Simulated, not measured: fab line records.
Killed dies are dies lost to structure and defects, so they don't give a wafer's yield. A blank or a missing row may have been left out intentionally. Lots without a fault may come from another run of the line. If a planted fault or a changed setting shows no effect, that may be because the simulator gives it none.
Split-lot study :: flow n5-finfet :: route with 1938 steps; 7 lots, 39 wafers read

SPLIT DETAILS
At N5_FIN_SAQP_DESCUM_21 (chemistry O2, time 7.9 s), the setting time-s was moved away from the recipe's 7.9 s on 12 of the 39 wafers read, by -25.0% to +44.8%. The other wafers ran this setting at the recipe's value.

The split's own step is where the reading is taken.

THE READING
CAR-ArF_of_FIN_SAQP_COAT_10.thk-nm (the simulator's own value, which no gauge read), in nm, at N5_FIN_SAQP_DESCUM_21 (chemistry O2, time 7.9 s). The file gives no usual value for it. Here, 27 wafers ran the recipe; their average is 83.15 nm with a standard deviation of 0.24 nm.

wafer: L075.1
tool, chamber at the split: rie-diel-04, 3
time-s as run, s: 7.9
against the recipe: recipe
CAR-ArF_of_FIN_SAQP_COAT_10.thk-nm, nm: 83.39
against lot-mates on the recipe: -

wafer: L075.2
tool, chamber at the split: rie-diel-04, 1
time-s as run, s: 7.9
against the recipe: recipe
CAR-ArF_of_FIN_SAQP_COAT_10.thk-nm, nm: 83.23
against lot-mates on the recipe: -

wafer: L075.3
tool, chamber at the split: rie-diel-04, 0
time-s as run, s: 11.44
against the recipe: +44.8%
CAR-ArF_of_FIN_SAQP_COAT_10.thk-nm, nm: 80.58
against lot-mates on the recipe: -2.78

wafer: L075.4
tool, chamber at the split: rie-diel-04, 1
time-s as run, s: 7.9
against the recipe: recipe
CAR-ArF_of_FIN_SAQP_COAT_10.thk-nm, nm: 83.46
against lot-mates on the recipe: -

wafer: L075.5
tool, chamber at the split: rie-diel-04, 0
time-s as run, s: 11.44
against the recipe: +44.8%
CAR-ArF_of_FIN_SAQP_COAT_10.thk-nm, nm: 80.72
against lot-mates on the recipe: -2.64

wafer: L075.6
tool, chamber at the split: rie-diel-04, 3
time-s as run, s: 11.44
against the recipe: +44.8%
CAR-ArF_of_FIN_SAQP_COAT_10.thk-nm, nm: 81.33
against lot-mates on the recipe: -2.03

wafer: L076.1
tool, chamber at the split: rie-diel-02, 0
time-s as run, s: 9.197
against the recipe: +16.4%
CAR-ArF_of_FIN_SAQP_COAT_10.thk-nm, nm: 81.84
against lot-mates on the recipe: -1.44

wafer: L076.2
tool, chamber at the split: rie-diel-02, 3
time-s as run, s: 9.197
against the recipe: +16.4%
CAR-ArF_of_FIN_SAQP_COAT_10.thk-nm, nm: 82.18
against lot-mates on the recipe: -1.10

wafer: L076.3
tool, chamber at the split: rie-diel-02, 2
time-s as run, s: 7.9
against the recipe: recipe
CAR-ArF_of_FIN_SAQP_COAT_10.thk-nm, nm: 83.27
against lot-mates on the recipe: -

wafer: L076.4
tool, chamber at the split: rie-diel-02, 1
time-s as run, s: 9.197
against the recipe: +16.4%
CAR-ArF_of_FIN_SAQP_COAT_10.thk-nm, nm: 82.43
against lot-mates on the recipe: -0.85

wafer: L076.5
tool, chamber at the split: rie-diel-02, 3
time-s as run, s: 7.9
against the recipe: recipe
CAR-ArF_of_FIN_SAQP_COAT_10.thk-nm, nm: 83.4
against lot-mates on the recipe: -

wafer: L076.6
tool, chamber at the split: rie-diel-02, 2
time-s as run, s: 7.9
against the recipe: recipe
CAR-ArF_of_FIN_SAQP_COAT_10.thk-nm, nm: 83.16
against lot-mates on the recipe: -

wafer: L077.1
tool, chamber at the split: rie-diel-03, 3
time-s as run, s: 7.9
against the recipe: recipe
CAR-ArF_of_FIN_SAQP_COAT_10.thk-nm, nm: 83.3
against lot-mates on the recipe: -

wafer: L077.2
tool, chamber at the split: rie-diel-03, 2
time-s as run, s: 7.9
against the recipe: recipe
CAR-ArF_of_FIN_SAQP_COAT_10.thk-nm, nm: 83.06
against lot-mates on the recipe: -

wafer: L077.3
tool, chamber at the split: rie-diel-03, 1
time-s as run, s: 7.9
against the recipe: recipe
CAR-ArF_of_FIN_SAQP_COAT_10.thk-nm, nm: 83.14
against lot-mates on the recipe: -

wafer: L079.1
tool, chamber at the split: rie-diel-02, 3
time-s as run, s: 7.9
against the recipe: recipe
CAR-ArF_of_FIN_SAQP_COAT_10.thk-nm, nm: 82.99
against lot-mates on the recipe: -

wafer: L079.2
tool, chamber at the split: rie-diel-02, 1
time-s as run, s: 7.9
against the recipe: recipe
CAR-ArF_of_FIN_SAQP_COAT_10.thk-nm, nm: 82.97
against lot-mates on the recipe: -

wafer: L079.3
tool, chamber at the split: rie-diel-02, 2
time-s as run, s: 7.9
against the recipe: recipe
CAR-ArF_of_FIN_SAQP_COAT_10.thk-nm, nm: 83.02
against lot-mates on the recipe: -

wafer: L079.4
tool, chamber at the split: rie-diel-02, 0
time-s as run, s: 7.9
against the recipe: recipe
CAR-ArF_of_FIN_SAQP_COAT_10.thk-nm, nm: 82.74
against lot-mates on the recipe: -

wafer: L079.5
tool, chamber at the split: rie-diel-02, 0
time-s as run, s: 7.9
against the recipe: recipe
CAR-ArF_of_FIN_SAQP_COAT_10.thk-nm, nm: 82.82
against lot-mates on the recipe: -

wafer: L079.6
tool, chamber at the split: rie-diel-02, 3
time-s as run, s: 7.9
against the recipe: recipe
CAR-ArF_of_FIN_SAQP_COAT_10.thk-nm, nm: 82.98
against lot-mates on the recipe: -

wafer: L085.1
tool, chamber at the split: rie-diel-02, 3
time-s as run, s: 10.62
against the recipe: +34.4%
CAR-ArF_of_FIN_SAQP_COAT_10.thk-nm, nm: 81.9
against lot-mates on the recipe: -1.57

wafer: L085.2
tool, chamber at the split: rie-diel-02, 1
time-s as run, s: 10.62
against the recipe: +34.4%
CAR-ArF_of_FIN_SAQP_COAT_10.thk-nm, nm: 81.77
against lot-mates on the recipe: -1.70

wafer: L085.3
tool, chamber at the split: rie-diel-02, 2
time-s as run, s: 10.62
against the recipe: +34.4%
CAR-ArF_of_FIN_SAQP_COAT_10.thk-nm, nm: 81.67
against lot-mates on the recipe: -1.80

wafer: L085.4
tool, chamber at the split: rie-diel-02, 2
time-s as run, s: 7.9
against the recipe: recipe
CAR-ArF_of_FIN_SAQP_COAT_10.thk-nm, nm: 83.31
against lot-mates on the recipe: -

wafer: L085.5
tool, chamber at the split: rie-diel-02, 3
time-s as run, s: 7.9
against the recipe: recipe
CAR-ArF_of_FIN_SAQP_COAT_10.thk-nm, nm: 83.64
against lot-mates on the recipe: -

wafer: L085.6
tool, chamber at the split: rie-diel-02, 1
time-s as run, s: 7.9
against the recipe: recipe
CAR-ArF_of_FIN_SAQP_COAT_10.thk-nm, nm: 83.47
against lot-mates on the recipe: -

wafer: L091.1
tool, chamber at the split: rie-diel-03, 3
time-s as run, s: 7.9
against the recipe: recipe
CAR-ArF_of_FIN_SAQP_COAT_10.thk-nm, nm: 83.52
against lot-mates on the recipe: -

wafer: L091.2
tool, chamber at the split: rie-diel-03, 1
time-s as run, s: 5.928
against the recipe: -25.0%
CAR-ArF_of_FIN_SAQP_COAT_10.thk-nm, nm: 84.46
against lot-mates on the recipe: +1.06

wafer: L091.3
tool, chamber at the split: rie-diel-03, 0
time-s as run, s: 5.928
against the recipe: -25.0%
CAR-ArF_of_FIN_SAQP_COAT_10.thk-nm, nm: 84.59
against lot-mates on the recipe: +1.19

wafer: L091.4
tool, chamber at the split: rie-diel-03, 2
time-s as run, s: 7.9
against the recipe: recipe
CAR-ArF_of_FIN_SAQP_COAT_10.thk-nm, nm: 83.31
against lot-mates on the recipe: -

wafer: L091.5
tool, chamber at the split: rie-diel-03, 1
time-s as run, s: 5.928
against the recipe: -25.0%
CAR-ArF_of_FIN_SAQP_COAT_10.thk-nm, nm: 84.72
against lot-mates on the recipe: +1.32

wafer: L091.6
tool, chamber at the split: rie-diel-03, 0
time-s as run, s: 7.9
against the recipe: recipe
CAR-ArF_of_FIN_SAQP_COAT_10.thk-nm, nm: 83.37
against lot-mates on the recipe: -

wafer: L093.1
tool, chamber at the split: rie-diel-02, 3
time-s as run, s: 7.9
against the recipe: recipe
CAR-ArF_of_FIN_SAQP_COAT_10.thk-nm, nm: 82.94
against lot-mates on the recipe: -

wafer: L093.2
tool, chamber at the split: rie-diel-02, 2
time-s as run, s: 7.9
against the recipe: recipe
CAR-ArF_of_FIN_SAQP_COAT_10.thk-nm, nm: 82.87
against lot-mates on the recipe: -

wafer: L093.3
tool, chamber at the split: rie-diel-02, 1
time-s as run, s: 7.9
against the recipe: recipe
CAR-ArF_of_FIN_SAQP_COAT_10.thk-nm, nm: 83.02
against lot-mates on the recipe: -

wafer: L093.4
tool, chamber at the split: rie-diel-02, 0
time-s as run, s: 7.9
against the recipe: recipe
CAR-ArF_of_FIN_SAQP_COAT_10.thk-nm, nm: 82.81
against lot-mates on the recipe: -

wafer: L093.5
tool, chamber at the split: rie-diel-02, 0
time-s as run, s: 7.9
against the recipe: recipe
CAR-ArF_of_FIN_SAQP_COAT_10.thk-nm, nm: 82.84
against lot-mates on the recipe: -

wafer: L093.6
tool, chamber at the split: rie-diel-02, 3
time-s as run, s: 7.9
against the recipe: recipe
CAR-ArF_of_FIN_SAQP_COAT_10.thk-nm, nm: 83.15
against lot-mates on the recipe: -

FIT RESULTS
A straight line over all 39 wafers: CAR-ArF_of_FIN_SAQP_COAT_10.thk-nm changes by -0.0498 nm for each +1% of time-s; r = -0.95; the points scatter about the line by 0.27 nm.
The same after taking each lot's own level away (the mean of its wafers on the recipe; 39 wafers): -0.0528 nm for each +1%; r = -0.98; scatter 0.18 nm.
Per that fit: largest time-s move, reading shift of 2.4 nm.
Measured against the standard deviation above, the lots' own levels, which go from 82.920 to 83.473 nm, span 2.3 times it.
The two slopes are in agreement: the lot-to-lot level therefore moves the slope only a little.
Check: -2.32 nm against its lot-mates is what the line predicts for one of the wafers moved furthest among these (+44.8%) when that wafer is left out of the fit. It came out at -2.78 nm against them.

THE FILE'S OWN FIT
CAR-ArF_of_FIN_SAQP_COAT_10.thk-nm changes by -0.0533 nm for each +1% of time-s, r = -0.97.
